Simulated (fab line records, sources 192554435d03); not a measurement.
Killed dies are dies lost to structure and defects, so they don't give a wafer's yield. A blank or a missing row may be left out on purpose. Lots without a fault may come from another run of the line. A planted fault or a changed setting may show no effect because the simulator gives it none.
Chamber matching | flow n5_finfet | N5_PMOS_HMC_CHANNEL_EPI_STRIP_33 on rie_diel-04: 4 sister chambers
The step strips in N2/H2. 16 wafers are shown with their chamber, then 8 later ones without.

WAFERS WITH THEIR CHAMBER
wafer  | chamber | showerhead_plenum_p_Torr (Torr) | oes_product_au (a.u.) | throttle_valve_pct (%)
L074.2 | 3       | 3.47                            | 0.70                  | 18.8
L074.3 | 1       | 3.48                            | 0.74                  | 19.0
L074.6 | 3       | 3.47                            | 0.70                  | 18.8
L080.1 | 2       | 3.17                            | 0.70                  | 19.3
L080.2 | 1       | 3.47                            | 0.72                  | 19.0
L080.6 | 2       | 3.17                            | 0.70                  | 19.2
L083.1 | 3       | 3.46                            | 0.69                  | 18.9
L083.2 | 2       | 3.17                            | 0.69                  | 19.2
L083.5 | 3       | 3.46                            | 0.68                  | 18.8
L085.3 | 0       | 3.43                            | 0.93                  | 18.8
L085.5 | 0       | 3.43                            | 0.95                  | 18.8
L085.6 | 3       | 3.46                            | 0.68                  | 18.9
L088.1 | 3       | 3.45                            | 0.67                  | 18.9
L088.2 | 1       | 3.46                            | 0.72                  | 19.1
L088.4 | 0       | 3.42                            | 0.94                  | 18.8
L089.2 | 1       | 3.46                            | 0.71                  | 19.0

SIGNATURES (means of the wafers above)
reading                  | chamber 0 | chamber 1 | chamber 2 | chamber 3 | scatter within a chamber
showerhead_plenum_p_Torr | 3.4267    | 3.4675    | 3.1700    | 3.4617    | 0.00722
oes_product_au           | 0.9400    | 0.7225    | 0.6967    | 0.6867    | 0.0111
throttle_valve_pct       | 18.800    | 19.025    | 19.233    | 18.850    | 0.0493
Rule: a wafer's distance from a chamber is the root of the sum, over the readings, of the square of ((its reading less the chamber's mean) divided by the reading's scatter). The wafer belongs to the nearest chamber; if the next one is less than 2 further off, it can't be placed. The scatter: the root of (the sum of the squares of (reading less its chamber's mean) over the shown wafers, divided by (wafers less chambers)).

WAFERS WITHOUT THEIR CHAMBER
wafer  | showerhead_plenum_p_Torr (Torr) | oes_product_au (a.u.) | throttle_valve_pct (%)
L089.4 | 3.57                            | 0.97                  | 18.9
L089.5 | 3.42                            | 0.93                  | 18.8
L092.3 | 3.46                            | 0.71                  | 19.0
L092.5 | 3.46                            | 0.72                  | 19.1
L092.6 | 3.42                            | 0.92                  | 18.8
L094.2 | 3.45                            | 0.93                  | 18.5
L094.4 | 3.41                            | 0.91                  | 18.9
L094.5 | 3.45                            | 0.72                  | 19.1

WHICH CHAMBER EACH WENT THROUGH
wafer  | from the rows above | in truth
L089.4 | 0                   | 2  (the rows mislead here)
L089.5 | 0                   | 0
L092.3 | 1                   | 1
L092.5 | 1                   | 1
L092.6 | 0                   | 0
L094.2 | 0                   | 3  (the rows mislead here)
L094.4 | 0                   | 0
L094.5 | 1                   | 1
Placed correctly: 6 of 8. Can't be placed from these rows: 0. Placed wrongly: 2.
